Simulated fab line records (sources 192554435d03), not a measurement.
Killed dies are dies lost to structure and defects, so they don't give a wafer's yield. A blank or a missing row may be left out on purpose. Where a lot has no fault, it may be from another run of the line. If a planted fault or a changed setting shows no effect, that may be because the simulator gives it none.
Chamber matching    flow n5Finfet    rieDiel-02 running N5_BEOL_M2_ETCH_74: 4 sister chambers
The step etches underlayer in N2/H2, target depth 6.5 nm, time 5.2 s. 8 wafers are shown with their chamber, then 10 later ones without.

WAFERS PAIRED WITH THEIR CHAMBERS
wafer   chamber  drypumpMotorCurrentA (A)  showerheadPlenumPTorr (Torr)
L083.1  0        5.6                       2.44
L086.1  1        5.0                       2.58
L086.4  3        5.4                       2.57
L084.1  0        5.7                       2.43
L084.5  1        5.0                       2.58
L084.6  2        5.9                       2.64
L089.3  3        5.4                       2.57
L089.4  2        5.9                       2.64

WAFERS WITHOUT THEIR CHAMBER
wafer   drypumpMotorCurrentA (A)  showerheadPlenumPTorr (Torr)
L089.5  5.7                       2.43
L091.1  5.4                       2.56
L091.3  5.9                       2.63
L091.4  5.0                       2.58
L094.4  5.4                       2.56
L094.5  5.6                       2.43
L094.6  5.4                       2.56
L097.4  5.0                       2.57
L097.5  5.6                       2.42
L097.6  5.4                       2.56

THE CHAMBER EACH PASSED THROUGH
wafer   from the rows above  in truth
L089.5  0                    0
L091.1  3                    3
L091.3  2                    2
L091.4  1                    1
L094.4  3                    3
L094.5  0                    0
L094.6  3                    3
L097.4  1                    1
L097.5  0                    0
L097.6  3                    3
10 of 10 placed correctly. From these rows, 0 cannot be placed. Number placed wrongly: 0.
How it was worked out, from the rows above alone: a wafer's distance from a chamber is the root of the sum, over the readings, of the square of ((its reading less the chamber's mean) divided by the reading's scatter). If the next closest chamber is less than 2 further off than the closest, the wafer can't be placed; otherwise it belongs to the closest. The mean given for a chamber averages the wafers shown for that chamber. The scatter: take each reading less its chamber's mean, square it, sum over the shown wafers, divide by the number of wafers less the number of chambers, and take the root.
